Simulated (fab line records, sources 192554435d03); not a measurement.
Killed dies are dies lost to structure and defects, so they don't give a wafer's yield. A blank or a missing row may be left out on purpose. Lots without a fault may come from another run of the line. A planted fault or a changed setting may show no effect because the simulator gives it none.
Chamber matching | flow n5_finfet | N5_BEOL_M9_PECVD_70 on pecvd-02: 3 sister chambers
The step deposits SiO2 from TEOS/O2, target thk 20 nm, time 22.7 s. 3 wafers are shown with their chamber, then 10 later ones without.

WAFERS WITH THEIR CHAMBER
wafer  | chamber | throttle_valve_pct (%)
L089.6 | 0       | 22.8
L090.1 | 1       | 22.7
L090.3 | 2       | 20.9

WAFERS WITHOUT THEIR CHAMBER
wafer  | throttle_valve_pct (%)
L090.6 | 21.0
L093.1 | 22.9
L093.2 | 21.2
L093.4 | 22.8
L095.2 | 22.9
L095.4 | 23.0
L095.6 | 22.6
L097.1 | 21.2
L097.2 | 22.9
L097.5 | 23.3

WHICH CHAMBER EACH WENT THROUGH
wafer  | from the rows above     | in truth
L090.6 | 2                       | 2
L093.1 | can't be placed: 0 or 1 | 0
L093.2 | 2                       | 2
L093.4 | can't be placed: 0 or 1 | 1
L095.2 | can't be placed: 0 or 1 | 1
L095.4 | can't be placed: 0 or 1 | 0
L095.6 | can't be placed: 1 or 0 | 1
L097.1 | 2                       | 2
L097.2 | can't be placed: 0 or 1 | 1
L097.5 | can't be placed: 0 or 1 | 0
Placed correctly: 3 of 10. Can't be placed from these rows: 7 (the true chamber is among the candidates in 7). Placed wrongly: 0.
How it was worked out, from the rows above alone: a wafer's distance from a chamber is the root of the sum, over the readings, of the square of ((its reading less the chamber's mean) divided by the reading's scatter). The wafer belongs to the nearest chamber; if the next one is less than 2 further off, it can't be placed. A chamber's mean is the mean of its shown wafers. The scatter: with one shown wafer a chamber, the root of the mean of the squares of how far each hidden wafer lies from its nearest shown one.
